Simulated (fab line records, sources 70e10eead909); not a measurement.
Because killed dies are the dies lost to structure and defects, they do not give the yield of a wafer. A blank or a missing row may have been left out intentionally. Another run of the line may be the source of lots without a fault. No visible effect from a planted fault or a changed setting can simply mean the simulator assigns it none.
Chamber matching || flow nandHarc || pecvd-04 running NHARC_A_STAIRCASE_DEP_259: 3 sister chambers
The step deposits SiON, target thk 30 nm. 3 wafers are shown with their chamber, then 9 later ones without.

== WAFERS WITH THEIR CHAMBER ==
{"wafer": "L088.4", "chamber": 0, "heaterPowerW (W)": 713}
{"wafer": "L087.3", "chamber": 1, "heaterPowerW (W)": 617}
{"wafer": "L087.4", "chamber": 2, "heaterPowerW (W)": 653}

== WAFERS MISSING THEIR CHAMBER ==
{"wafer": "L090.3", "heaterPowerW (W)": 652}
{"wafer": "L090.5", "heaterPowerW (W)": 586}
{"wafer": "L090.6", "heaterPowerW (W)": 772}
{"wafer": "L093.1", "heaterPowerW (W)": 572}
{"wafer": "L093.4", "heaterPowerW (W)": 741}
{"wafer": "L093.5", "heaterPowerW (W)": 605}
{"wafer": "L096.1", "heaterPowerW (W)": 597}
{"wafer": "L096.4", "heaterPowerW (W)": 586}
{"wafer": "L096.5", "heaterPowerW (W)": 822}

== EACH ONE'S CHAMBER ==
{"wafer": "L090.3", "from the rows above": "can't be placed: 2 or 1 or 0", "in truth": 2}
{"wafer": "L090.5", "from the rows above": "can't be placed: 1 or 2", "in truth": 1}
{"wafer": "L090.6", "from the rows above": "can't be placed: 0 or 2", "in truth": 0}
{"wafer": "L093.1", "from the rows above": "can't be placed: 1 or 2", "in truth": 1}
{"wafer": "L093.4", "from the rows above": "can't be placed: 0 or 2", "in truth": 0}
{"wafer": "L093.5", "from the rows above": "can't be placed: 1 or 2", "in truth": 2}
{"wafer": "L096.1", "from the rows above": "can't be placed: 1 or 2", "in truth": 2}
{"wafer": "L096.4", "from the rows above": "can't be placed: 1 or 2", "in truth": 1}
{"wafer": "L096.5", "from the rows above": "can't be placed: 0 or 2", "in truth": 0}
Placed correctly: 0 of 9. These rows do not allow placing 9 (true chamber among the candidates in 9). Placed wrongly: 0.
How it was worked out, from the rows above alone: a wafer's distance from a chamber is the root of the sum, over the readings, of the square of ((its reading less the chamber's mean) divided by the reading's scatter). If the next closest chamber is less than 2 further off than the closest, the wafer can't be placed; otherwise it belongs to the closest. Each chamber's mean is taken over the wafers shown for it. The scatter (one wafer shown for each chamber): square how far every hidden wafer sits from the nearest shown wafer, average those squares and take the square root.
